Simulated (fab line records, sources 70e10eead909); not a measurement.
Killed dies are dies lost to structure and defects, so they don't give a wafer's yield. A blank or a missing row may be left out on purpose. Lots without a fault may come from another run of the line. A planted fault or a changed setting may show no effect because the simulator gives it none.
fab line records | flow nand_harc
record lots=24 wafers=72 last_day=24
route steps=1159 shown P_GATE@209 P_CONTACT@242 P_M1@316 P_M2@334
lots that met no fault: from a run of the same line without faults
start_h: hours from the record's first day to the start of the lot's first wafer shown | wait_h: hours since the lot's step before | " the same as in the row above | L1.1+2: a row that stands for several wafers | - no value, or no start given | * or withheld: withheld | < > ~ a bound
route shown NAME@n: a module of which the file shows steps, and the number in the route of the first | usual: mean/standard deviation of fault-free wafers | same: alike in all rows | chamber/n: place in a boat | sites: the reading at each site | _std_site: their standard deviation | _edge_site: outer sites' mean less inner sites' | radius_mm: how far each site lies from the wafer's centre | mask NAME#n: copy n | behind: the tool/chamber that last shaped the wafer | hold: why the lot was held/for how many hours/how that ended | device: the transistor (n, p or np) that didn't switch | end of line: the same wafers' tests at the end of the route | a step without rows: its recipe alone | killed: dies lost to structure and defects at the first sort, not the wafer's yield | map: a wafer's dies, x killed, . not, _ none there
set.NAME: the setting as run; set.NAME@STEP: as run at that earlier step | model.NAME: the simulator's own value behind a step, which no gauge read
steps of the route over a sample of lots; a table a step, a row a wafer
services: from which hour (start_h, from the record's first day; less than 0 if before it) a tool's chamber was out of use, for how many hours, and why
## steps
# step NHARC_P_GATE_DEGAS_109
# recipe temp_c=300 time_s=60
# usual heater_power_w=490/54
# columns lot.wafer tool chamber start_h wait_h heater_power_w
L074.4 pvd_sputter-02 - 110.82 0.1 498
L074.2 " - " " 494
L074.6 " - " " 483
L076.4 pvd_sputter-03 - 114.30 0.1 555
L076.6 " - " " 544
L076.5 " - " " 522
L075.1 pvd_sputter-03 - 115.92 0.1 508
L075.2 " - " " 445
L075.6 " - " " 520
L078.2 pvd_sputter-03 - 132.52 0.1 525
L078.4 " - " " 438
L078.5 " - " " 544
L077.3 pvd_sputter-02 - 135.23 0.1 488
L077.1 " - " " 523
L077.5 " - " " 505
L079.4 pvd_sputter-01 - 138.48 0.1 411
L079.5 " - " " 547
L079.6 " - " " 502
L080.4 pvd_sputter-02 - 139.26 0.1 438
L080.6 " - " " 529
L080.5 " - " " 483
L081.1 pvd_sputter-01 - 151.04 0.1 429
L081.3 " - " " 504
L081.6 " - " " 542
L082.2 pvd_sputter-01 - 151.32 0.1 518
L082.1 " - " " 418
L082.4 " - " " 538
L084.1 pvd_sputter-03 - 167.18 0.1 445
L084.2 " - " " 549
L084.3 " - " " 511
L083.2 pvd_sputter-03 - 167.66 0.1 452
L083.3 " - " " 502
L083.1 " - " " 506
L085.2 pvd_sputter-02 - 174.17 0.1 430
L085.1 " - " " 496
L085.5 " - " " 433
L086.3 pvd_sputter-01 - 184.46 0.1 408
L086.4 " - " " 493
L086.5 " - " " 587
L087.2 pvd_sputter-02 - 184.66 0.1 489
L087.1 " - " " 518
L087.6 " - " " 490
L088.1 pvd_sputter-01 - 198.84 0.1 422
L088.5 " - " " 420
L088.6 " - " " 405
L089.4 pvd_sputter-01 - 199.71 0.1 412
L089.1 " - " " 492
L089.5 " - " " 588
L090.1 pvd_sputter-03 - 205.39 0.1 550
L090.5 " - " " 524
L090.6 " - " " 521
L091.4 pvd_sputter-01 - 211.01 0.1 501
L091.1 " - " " 411
L091.5 " - " " 591
L092.3 pvd_sputter-01 - 219.85 0.1 409
L092.1 " - " " 580
L092.5 " - " " 421
L093.2 pvd_sputter-01 - 223.70 0.1 435
L093.3 " - " " 484
L093.6 " - " " 422
L094.2 pvd_sputter-03 - 224.31 0.1 516
L094.4 " - " " 541
L094.5 " - " " 514
L095.4 pvd_sputter-03 - 234.91 0.1 498
L095.1 " - " " 509
L095.5 " - " " 432
L096.2 pvd_sputter-02 - 238.36 0.1 440
L096.4 " - " " 510
L096.5 " - " " 442
L097.3 pvd_sputter-01 - 239.05 0.1 416
L097.2 " - " " 587
L097.1 " - " " 423
# step NHARC_P_CONTACT_STRIP_28
# recipe o2_flow_sccm=500 ar_flow_sccm=0 bias_w=0 chemistry=O2
# usual drypump_motor_current_A=5.72/0.25 mfc_ar_sccm=0.018/0.0087 oes_product_au=1.003/0.011 rf_vpp_V=58.1/0.85 showerhead_plenum_p_Torr=3.64/0.077 throttle_valve_pct=17.037/0.0089
# columns lot.wafer tool chamber start_h wait_h drypump_motor_current_A mfc_ar_sccm oes_product_au rf_hours_counter_h rf_vpp_V showerhead_plenum_p_Torr throttle_valve_pct
L074.4 rie_diel-02 3 114.55 0.1 5.67 0.008 0.975 13 58.5 3.71 17.050
L074.2 " 2 " " 5.73 0.030 1.003 13 58.5 3.66 17.041
L074.6 " 3 " " 5.64 0.008 0.985 - 56.9 3.71 17.051
L076.4 rie_diel-02 0 118.21 0.1 5.86 0 1.015 13 57.8 3.58 17.024
L076.5 " 3 " " 5.62 0.008 0.983 - 58.7 3.71 17.042
L076.6 " 0 " " 5.85 0 1.014 - 56.5 3.58 17.050
L075.1 rie_diel-10 2 119.63 0.1 5.59 0.013 0.996 11 58.1 3.58 17.029
L075.2 " 3 " " 5.87 0.028 1.007 10 57.7 3.78 17.040
L075.6 " 3 " " 5.86 0.028 1.009 - 57.5 3.78 17.039
L078.2 rie_diel-10 2 136.62 0.1 5.56 0.013 1.001 11 57.4 3.58 17.028
L078.4 " 3 " " 5.87 0.028 1.005 11 57.1 3.78 17.051
L078.5 " 3 " " 5.89 0.028 1.006 - 58.2 3.78 17.037
L077.1 rie_diel-10 1 138.94 0.1 5.44 0.020 1.014 12 58.2 3.58 17.026
L077.3 " 3 " " 5.85 0.028 1.003 11 59.0 3.78 17.040
L077.5 " 0 " " 5.68 0.021 1.023 - 58.4 3.59 17.041
L079.4 rie_diel-10 1 142.16 0.1 5.42 0.020 0.991 13 57.0 3.58 17.037
L079.5 " 3 " " 5.85 0.028 1.002 - 58.2 3.78 17.034
L079.6 " 0 " " 5.67 0.021 1.010 - 58.9 3.59 17.051
L080.4 rie_diel-10 3 142.85 0.1 5.88 0.028 1.009 12 58.5 3.78 17.029
L080.5 " 1 " " 5.43 0.020 1.002 - 57.3 3.58 17.032
L080.6 " 2 " " 5.59 0.013 1.004 - 57.6 3.58 17.042
L081.1 rie_diel-10 3 154.84 0.1 5.87 0.028 1.016 13 58.3 3.78 17.022
L081.3 " 2 " " 5.58 0.013 0.992 13 57.7 3.58 17.048
L081.6 " 3 " " 5.88 0.028 1.007 - 57.8 3.78 17.047
L082.2 rie_diel-04 2 155.43 0.2 5.59 0 1.007 12 58.6 3.70 17.039
L082.4 " 3 " " 6.06 0 1.013 13 58.1 3.53 17.025
L082.1 " 1 " " 5.20 0.023 0.988 12 57.7 3.71 17.053
L084.2 rie_diel-10 3 170.88 0.1 5.90 0.028 0.999 14 57.7 3.78 17.025
L084.3 " 0 " " 5.68 0.021 1.015 15 57.9 3.58 17.052
L084.1 " 1 " " 5.40 0.020 1.006 15 58.0 3.58 17.035
L083.2 rie_diel-10 3 171.61 0.1 5.88 0.028 0.993 15 56.8 3.78 17.042
L083.1 " 0 " " 5.70 0.021 1.022 15 58.6 3.58 17.033
L083.3 " 1 " " 5.45 0.020 1.006 15 58.4 3.58 17.030
L085.2 rie_diel-04 0 178.23 0.1 5.73 0.013 0.998 23 58.2 3.67 17.031
L085.1 " 2 " " 5.60 0 1.020 20 57.2 3.69 17.049
L085.5 " 3 " " 6.10 0 1.009 - 58.4 3.53 17.033
L086.3 rie_diel-02 2 188.22 0.1 5.73 0.030 1.019 4 60.0 3.66 17.043
L086.5 " 1 " " 6.36 0.013 1.003 - 58.9 3.65 17.048
L086.4 " 3 " " 5.60 0.008 0.999 - 59.6 3.71 17.039
L087.2 rie_diel-10 3 188.63 0.1 5.82 0.028 0.991 0 56.5 3.78 17.057
L087.1 " 1 " " 5.41 0.020 0.999 0 59.5 3.58 17.048
L087.6 " 2 " " 5.60 0.013 1.004 - 58.0 3.58 17.044
L088.1 rie_diel-10 0 202.82 0.1 5.70 0.021 0.993 1 58.1 3.58 17.036
L088.5 " 2 " " 5.57 0.013 1.001 - 57.8 3.58 17.026
L088.6 " 3 " " 5.86 0.028 0.985 - 57.0 3.78 17.036
L089.1 rie_diel-02 2 203.70 0.1 5.72 0.030 1.018 6 57.7 3.66 17.033
L089.4 " 2 " " 5.71 0.030 1.020 - 57.8 3.66 17.028
L089.5 " 1 " " 6.34 0.013 1.000 - 59.0 3.64 17.043
L090.1 rie_diel-10 2 209.10 0.1 5.59 0.013 1.012 2 57.5 3.58 17.036
L090.6 " 0 " " 5.67 0.021 0.999 - 58.2 3.58 17.043
L090.5 " 1 " " 5.44 0.020 0.999 - 57.7 3.58 17.035
L091.4 rie_diel-04 1 215.27 0.1 5.18 0.023 1.005 34 57.1 3.70 17.043
L091.1 " 2 " " 5.63 0 1.025 32 58.0 3.69 17.023
L091.5 " 2 " " 5.62 0 1.023 - 57.5 3.69 17.039
L092.1 rie_diel-02 2 223.43 0.1 5.72 0.030 1.022 9 57.1 3.66 17.016
L092.3 " 3 " " 5.68 0.008 0.990 9 58.8 3.70 17.027
L092.5 " 1 " " 6.34 0.013 1.006 - 58.0 3.64 17.038
L093.3 rie_diel-10 0 227.34 0.1 5.70 0.021 0.995 4 57.7 3.58 17.045
L093.2 " 1 " " 5.43 0.020 0.988 5 57.8 3.57 17.052
L093.6 " 3 " " 5.91 0.028 0.990 - 58.0 3.77 17.023
L094.2 rie_diel-10 0 228.52 0.1 5.68 0.021 1.000 4 58.6 3.58 17.016
L094.4 " 1 " " 5.42 0.020 0.989 5 57.2 3.57 17.034
L094.5 " 0 " " 5.66 0.021 0.993 - 58.5 3.58 17.031
L095.1 rie_diel-02 3 238.68 0.1 5.64 0.008 0.999 11 60.2 3.70 17.044
L095.4 " 3 " " 5.64 0.008 0.989 - 58.1 3.70 17.030
L095.5 " 2 " " 5.72 0.030 1.019 - 57.9 3.65 17.039
L097.2 rie_diel-10 1 242.92 0.1 5.42 0.020 0.993 7 56.8 3.57 17.035
L097.1 " 2 " " 5.58 0.013 1.007 6 58.8 3.58 17.052
L097.3 " 3 " " 5.87 0.028 0.997 6 59.2 3.77 17.029
L096.2 rie_diel-10 0 243.23 0.1 5.70 0.021 0.998 5 58.4 3.58 17.041
L096.4 " 2 " " 5.59 0.013 1.013 6 59.3 3.58 17.050
L096.5 " 3 " " 5.87 0.028 0.989 - 58.2 3.77 17.032
# step NHARC_P_CONTACT_INSPECT_27
# usual raw_defect_count=331/160
# columns lot.wafer tool chamber start_h wait_h raw_defect_count
L074.2 defect_inspect-02 - 118.02 0.1 242
L074.4 " - " " 267
L074.6 " - " " 200
L076.4 defect_inspect-01 - 120.70 0.1 124
L076.5 " - " " 97
L076.6 " - " " 275
L075.1 defect_inspect-02 - 125.71 0.1 276
L075.2 " - " " 196
L075.6 " - " " 497
L078.2 defect_inspect-02 - 138.80 0.1 266
L078.4 " - " " 483
L078.5 " - " " 240
L077.1 defect_inspect-01 - 141.06 0.1 311
L077.3 " - " " 256
L077.5 " - " " 170
L079.4 defect_inspect-02 - 148.70 0.1 460
L079.5 " - " " 226
L079.6 " - " " 467
L080.4 defect_inspect-02 - 149.76 0.1 234
L080.5 " - " " 233
L080.6 " - " " 211
L081.1 defect_inspect-01 - 158.86 0.1 452
L081.3 " - " " 201
L081.6 " - " " 300
L082.1 defect_inspect-01 - 159.39 0.1 416
L082.2 " - " " 505
L082.4 " - " " 322
L084.1 defect_inspect-01 - 172.99 0.1 202
L084.2 " - " " 166
L084.3 " - " " 430
L083.1 defect_inspect-01 - 173.76 0.1 540
L083.2 " - " " 269
L083.3 " - " " 360
L085.1 defect_inspect-01 - 180.36 0.1 288
L085.2 " - " " 339
L085.5 " - " " 390
L086.3 defect_inspect-02 - 192.06 0.1 156
L086.4 " - " " 251
L086.5 " - " " 162
L087.1 defect_inspect-01 - 192.60 0.1 791
L087.2 " - " " 381
L087.6 " - " " 285
L088.1 defect_inspect-01 - 210.31 0.1 420
L088.5 " - " " 404
L088.6 " - " " 534
L089.1 defect_inspect-02 - 210.86 0.1 519
L089.4 " - " " 681
L089.5 " - " " 337
L090.1 defect_inspect-01 - 213.00 0.1 150
L090.5 " - " " 199
L090.6 " - " " 306
L091.1 defect_inspect-01 - 219.01 0.1 151
L091.4 " - " " 227
L091.5 " - " " 182
L092.1 defect_inspect-02 - 226.23 0.1 438
L092.3 " - " " 253
L092.5 " - " " 213
L093.2 defect_inspect-01 - 234.30 0.1 524
L093.3 " - " " 223
L093.6 " - " " 360
L094.2 defect_inspect-02 - 235.30 0.1 459
L094.4 " - " " 300
L094.5 " - " " 360
L095.1 defect_inspect-01 - 240.88 0.1 233
L095.4 " - " " 307
L095.5 " - " " 263
L097.1 defect_inspect-01 - 245.06 0.1 468
L097.2 " - " " 488
L097.3 " - " " 1204
L096.2 defect_inspect-02 - 245.36 0.1 317
L096.4 " - " " 430
L096.5 " - " " 354
# step NHARC_P_M1_PRE_CLEAN_32
# recipe time_s=12 temp_c=370 rf_power_w=300 gas=NH3
# usual heater_power_w=612/59
# columns lot.wafer tool chamber start_h wait_h heater_power_w
L074.2 pecvd-02 2 126.06 0.1 556
L074.6 " 2 " " 558
L074.4 " 0 " " 684
L076.4 pecvd-02 2 128.97 0.1 494
L076.6 " 0 " " 625
L076.5 " 1 " " 624
L075.2 pecvd-01 1 133.44 0.1 724
L075.1 " 2 " " 648
L075.6 " 1 " " 740
L078.2 pecvd-02 0 146.76 0.1 657
L078.5 " 1 " " 571
L078.4 " 2 " " 572
L077.1 pecvd-02 1 148.70 0.1 625
L077.3 " 2 " " 507
L077.5 " 1 " " 618
L079.4 pecvd-01 0 156.69 0.1 671
L079.5 " 1 " " 631
L079.6 " 2 " " 676
L080.6 pecvd-01 0 157.44 0.1 709
L080.4 " 1 " " 684
L080.5 " 2 " " 620
L081.3 pecvd-02 1 166.82 0.1 659
L081.1 " 2 " " 547
L081.6 " 1 " " 673
L082.1 pecvd-02 1 167.95 0.1 596
L082.2 " 2 " " 580
L082.4 " 1 " " 589
L084.1 pecvd-03 2 180.84 0.1 605
L084.3 " 0 " " 584
L084.2 " 1 " " 631
L083.3 pecvd-02 0 181.51 0.1 647
L083.1 " 1 " " 697
L083.2 " 2 " " 516
L085.2 pecvd-02 1 188.19 0.1 653
L085.1 " 0 " " 661
L085.5 " 1 " " 653
L086.3 pecvd-02 1 199.94 0.1 670
L086.5 " 1 " " 703
L086.4 " 0 " " 621
L087.1 pecvd-02 0 200.96 0.1 545
L087.2 " 2 " " 631
L087.6 " 1 " " 669
L088.1 pecvd-01 0 218.42 0.1 618
L088.5 " 2 " " 670
L088.6 " 0 " " 648
L089.1 pecvd-03 0 218.57 0.1 558
L089.4 " 2 " " 567
L089.5 " 0 " " 551
L090.1 pecvd-02 2 220.87 0.1 490
L090.5 " 2 " " 488
L090.6 " 0 " " 572
L091.1 pecvd-02 1 227.38 0.2 569
L091.4 " 0 " " 625
L091.5 " 1 " " 568
L092.1 pecvd-03 0 233.99 0.1 591
L092.3 " 2 " " 584
L092.5 " 1 " " 671
L093.3 pecvd-02 1 242.17 0.1 701
L093.2 " 0 " " 581
L093.6 " 1 " " 688
L094.2 pecvd-03 2 243.29 0.2 561
L094.4 " 0 " " 623
L094.5 " 1 " " 590
L095.1 pecvd-03 1 249.22 0.5 660
L095.4 " 2 " " 608
L095.5 " 1 " " 680
L097.1 pecvd-03 0 253.44 0.1 598
L097.3 " 1 " " 639
L097.2 " 2 " " 581
L096.2 pecvd-03 1 254.03 0.1 594
L096.4 " 2 " " 511
L096.5 " 0 " " 560
# step NHARC_P_M2_CD_MEAS_16
# usual cd_nm=170.0/0.82
# columns lot.wafer tool chamber start_h wait_h cd_nm
L074.2 cd_sem-01 - 127.88 - 168.9
L074.4 " - " " 169.7
L074.6 " - " " 168.4
L076.4 cd_sem-03 - 130.63 - 170.0
L076.5 " - " " 170.5
L076.6 " - " " 169.6
L075.1 cd_sem-01 - 135.27 - 170.1
L075.2 " - " " 170.6
L075.6 " - " " 169.5
L078.2 cd_sem-02 - 148.58 - 169.3
L078.4 " - " " 170.4
L078.5 " - " " 169.2
L077.1 cd_sem-03 - 150.42 - 170.8
L077.3 " - " " 169.9
L077.5 " - " " 170.2
L079.4 cd_sem-01 - 158.47 - 169.5
L079.5 " - " " 170.1
L079.6 " - " " 171.6
L080.4 cd_sem-03 - 159.21 - 170.2
L080.5 " - " " 170.2
L080.6 " - " " 171.6
L081.1 cd_sem-01 - 168.64 - 169.7
L081.3 " - " " 169.9
L081.6 " - " " 169.4
L082.1 cd_sem-01 - 169.80 - 170.7
L082.2 " - " " 170.6
L082.4 " - " " 169.6
L084.1 cd_sem-02 - 182.66 - 171.0
L084.2 " - " " 171.0
L084.3 " - " " 170.0
L083.1 cd_sem-02 - 183.33 - 170.2
L083.2 " - " " 169.8
L083.3 " - " " 170.4
L085.1 cd_sem-01 - 189.87 - 171.2
L085.2 " - " " 170.3
L085.5 " - " " 169.0
L086.3 cd_sem-03 - 201.74 - 169.5
L086.4 " - " " 170.7
L086.5 " - " " 170.0
L087.1 cd_sem-03 - 202.66 - 170.0
L087.2 " - " " 170.0
L087.6 " - " " 170.9
L088.1 cd_sem-02 - 220.36 - 169.5
L088.5 " - " " 169.9
L088.6 " - " " 169.7
L089.1 cd_sem-02 - 220.64 - 169.6
L089.4 " - " " 170.8
L089.5 " - " " 169.3
L090.1 cd_sem-03 - 222.68 - 170.9
L090.5 " - " " 169.1
L090.6 " - " " 171.8
L091.1 cd_sem-01 - 229.18 - 170.5
L091.4 " - " " 168.9
L091.5 " - " " 169.1
L092.1 cd_sem-03 - 235.83 - 170.0
L092.3 " - " " 169.7
L092.5 " - " " 169.2
L093.2 cd_sem-02 - 244.14 0.2 170.5
L093.3 " - " " 169.6
L093.6 " - " " 169.3
L094.2 cd_sem-01 - 245.22 - 169.9
L094.4 " - " " 168.6
L094.5 " - " " 169.1
L095.1 cd_sem-02 - 251.04 - 169.4
L095.4 " - " " 170.4
L095.5 " - " " 170.2
L097.1 cd_sem-01 - 255.14 - 171.1
L097.2 " - " " 168.9
L097.3 " - " " 169.7
L096.2 cd_sem-03 - 255.82 - 168.3
L096.4 " - " " 170.9
L096.5 " - " " 170.7
# step NHARC_P_M2_STRIP_18
# recipe power_w=1000 n2_flow_sccm=150 h2_flow_sccm=150 ar_flow_sccm=0 bias_w=0 chemistry=N2/H2
# usual drypump_motor_current_A=5.7/0.42 mfc_ar_sccm=0.015/0.012 oes_product_au=0.995/0.01 rf_vpp_V=90.6/1 showerhead_plenum_p_Torr=2.01/0.11 throttle_valve_pct=14.171/0.0088
# columns lot.wafer tool chamber start_h wait_h drypump_motor_current_A mfc_ar_sccm oes_product_au rf_hours_counter_h rf_vpp_V showerhead_plenum_p_Torr throttle_valve_pct
L074.2 rie_diel-09 1 127.95 0.1 6.7 0.005 0.986 18 91.9 2.16 14.172
L074.4 " 2 " " 5.4 0.020 0.984 20 91.0 2.08 14.176
L074.6 " 2 " " 5.4 0.020 0.984 - 91.6 2.08 14.183
L076.4 rie_diel-01 3 130.72 0.1 5.6 0.004 1.006 6 91.7 2.16 14.169
L076.6 " 2 " " 6.1 0.009 0.997 - 90.1 1.90 14.166
L076.5 " 3 " " 5.6 0.004 0.993 - 89.8 2.16 14.166
L075.2 rie_diel-01 0 135.35 0.1 5.3 0.021 0.991 7 90.5 1.92 14.174
L075.1 " 1 " " 6.2 0.033 0.990 6 91.5 1.92 14.177
L075.6 " 1 " " 6.3 0.033 0.989 - 89.3 1.92 14.168
L078.2 rie_diel-13 3 148.65 0.1 5.0 0.026 1.008 7 91.1 2.01 14.164
L078.4 " 0 " " 5.6 0.002 1.008 7 90.7 2.06 14.170
L078.5 " 3 " " 5.0 0.026 1.006 - 89.8 2.01 14.171
L077.1 rie_diel-01 1 150.53 0.1 6.2 0.033 0.991 0 89.4 1.92 14.183
L077.3 " 3 " " 5.6 0.004 0.990 0 91.1 2.16 14.186
L077.5 " 1 " " 6.2 0.033 0.988 - 90.6 1.92 14.165
L079.4 rie_diel-01 3 158.62 0.1 5.6 0.004 0.999 1 92.0 2.16 14.177
L079.5 " 0 " " 5.3 0.021 0.977 - 91.9 1.92 14.168
L079.6 " 1 " " 6.2 0.033 0.985 - 90.4 1.92 14.169
L080.4 rie_diel-13 0 159.36 0.1 5.6 0.002 1.007 9 89.8 2.06 14.180
L080.5 " 1 " " 6.1 0.007 0.985 - 91.0 2.03 14.177
L080.6 " 2 " " 6.1 0 1.015 - 91.3 2.11 14.157
L081.3 rie_diel-13 3 168.75 0.1 5.1 0.026 1.013 10 89.3 2.00 14.171
L081.1 " 1 " " 6.1 0.007 0.983 10 90.4 2.03 14.178
L081.6 " 3 " " 5.1 0.026 1.010 - 90.0 2.01 14.175
L082.2 rie_diel-09 0 169.91 0.1 5.5 0.002 1.002 33 92.5 2.16 14.171
L082.1 " 2 " " 5.4 0.020 0.990 35 92.5 2.08 14.165
L082.4 " 3 " " 5.7 0.033 0.997 - 89.7 1.98 14.154
L084.3 rie_diel-01 3 182.74 0.1 5.6 0.004 0.987 1 92.2 2.16 14.169
L084.2 " 0 " " 5.3 0.021 0.999 1 89.1 1.92 14.172
L084.1 " 1 " " 6.3 0.033 0.984 1 90.0 1.92 14.168
L083.1 rie_diel-01 1 183.41 0.1 6.3 0.033 0.991 1 90.6 1.92 14.163
L083.2 " 3 " " 5.6 0.004 0.994 1 92.0 2.16 14.185
L083.3 " 0 " " 5.3 0.021 0.997 1 90.9 1.92 14.176
L085.1 rie_diel-01 0 189.95 0.1 5.3 0.021 1.005 1 90.0 1.92 14.161
L085.2 " 2 " " 6.1 0.009 0.997 1 89.8 1.90 14.181
L085.5 " 0 " " 5.3 0.021 0.999 - 89.3 1.92 14.179
L086.3 rie_diel-01 0 201.86 0.1 5.3 0.021 1.002 2 88.9 1.92 14.168
L086.4 " 1 " " 6.3 0.033 0.995 2 89.3 1.92 14.170
L086.5 " 2 " " 6.1 0.009 0.993 - 89.8 1.90 14.175
L087.1 rie_diel-01 0 202.74 0.1 5.3 0.021 0.999 2 90.6 1.92 14.176
L087.2 " 2 " " 6.1 0.009 0.983 2 89.8 1.90 14.149
L087.6 " 1 " " 6.3 0.033 0.991 - 90.5 1.92 14.177
L088.1 rie_diel-09 0 220.46 0.1 5.5 0.002 1.000 53 90.7 2.15 14.174
L088.6 " 3 " " 5.8 0.033 0.998 - 90.1 1.97 14.174
L088.5 " 0 " " 5.5 0.002 1.019 - 91.6 2.15 14.181
L089.4 rie_diel-13 1 220.71 0.1 6.1 0.007 0.978 20 90.4 2.03 14.183
L089.1 " 2 " " 6.1 0 0.995 20 90.7 2.11 14.168
L089.5 " 2 " " 6.2 0 1.002 - 90.4 2.11 14.180
L090.1 rie_diel-01 1 222.84 0.1 6.3 0.033 0.990 2 89.2 1.92 14.164
L090.5 " 2 " " 6.1 0.009 0.991 - 89.2 1.90 14.156
L090.6 " 3 " " 5.6 0.004 0.993 - 91.1 2.16 14.177
L091.1 rie_diel-13 3 229.29 0.1 5.1 0.026 1.007 21 92.8 2.00 14.161
L091.4 " 0 " " 5.6 0.002 1.011 21 90.8 2.06 14.158
L091.5 " 2 " " 6.1 0 1.010 - 91.9 2.10 14.174
L092.1 rie_diel-01 2 235.90 0.1 6.1 0.009 0.986 3 90.3 1.90 14.168
L092.3 " 3 " " 5.6 0.004 0.989 3 91.3 2.16 14.174
L092.5 " 0 " " 5.3 0.021 0.996 - 89.7 1.92 14.162
L093.2 rie_diel-01 3 244.21 0.1 5.5 0.004 0.981 4 91.9 2.16 14.164
L093.3 " 0 " " 5.3 0.021 0.999 - 90.1 1.92 14.171
L093.6 " 3 " " 5.6 0.004 0.983 - 90.5 2.16 14.175
L094.2 rie_diel-01 0 245.36 0.1 5.3 0.021 0.994 4 91.2 1.92 14.163
L094.4 " 0 " " 5.3 0.021 1.008 - 89.3 1.92 14.194
L094.5 " 3 " " 5.5 0.004 0.982 - 91.4 2.16 14.167
L095.1 rie_diel-01 1 251.14 0.1 6.3 0.033 1.003 3 89.8 1.92 14.157
L095.4 " 2 " " 6.1 0.009 0.987 4 91.7 1.90 14.158
L095.5 " 1 " " 6.3 0.033 1.002 - 90.8 1.92 14.165
L097.3 rie_diel-01 2 255.21 0.1 6.1 0.009 0.991 4 90.5 1.90 14.159
L097.1 " 0 " " 5.3 0.021 1.007 4 89.6 1.92 14.157
L097.2 " 1 " " 6.3 0.033 0.998 3 91.0 1.91 14.174
L096.4 rie_diel-01 2 255.91 0.1 6.1 0.009 0.987 4 91.1 1.90 14.161
L096.2 " 1 " " 6.3 0.033 0.995 3 90.1 1.91 14.165
L096.5 " 2 " " 6.1 0.009 0.991 - 90.6 1.90 14.179
## services
# columns tool chamber start_h hours kind
pecvd-03 0 94.09 4.2 repair
pecvd-02 0 101.32 23.9 repair
pvd_sputter-03 - 102.00 10.0 pm
pvd_sputter-01 - 105.21 0.5 repair
rie_diel-10 3 109.29 4.2 repair
pecvd-03 - 111.37 13.0 pm
pvd_sputter-01 - 118.62 0.6 repair
rie_diel-01 - 137.82 9.0 pm
rie_diel-02 3 146.40 16.2 repair
rie_diel-02 - 150.70 9.0 pm
pecvd-02 - 153.24 13.0 pm
pvd_sputter-01 - 158.00 10.0 pm
rie_diel-02 0 161.30 121.7 repair
rie_diel-01 - 163.42 0.8 repair
pecvd-02 - 170.52 0.4 repair
rie_diel-02 3 172.27 4.1 repair
rie_diel-10 - 176.50 9.0 pm
rie_diel-10 - 190.90 0.1 repair
pecvd-02 0 207.03 5.3 repair
rie_diel-10 0 210.45 7.4 repair
pecvd-02 - 211.36 0.4 repair
rie_diel-01 1 234.49 16.3 repair
pecvd-02 - 235.98 0.8 repair
rie_diel-01 2 238.04 8.0 repair
## key
fault none
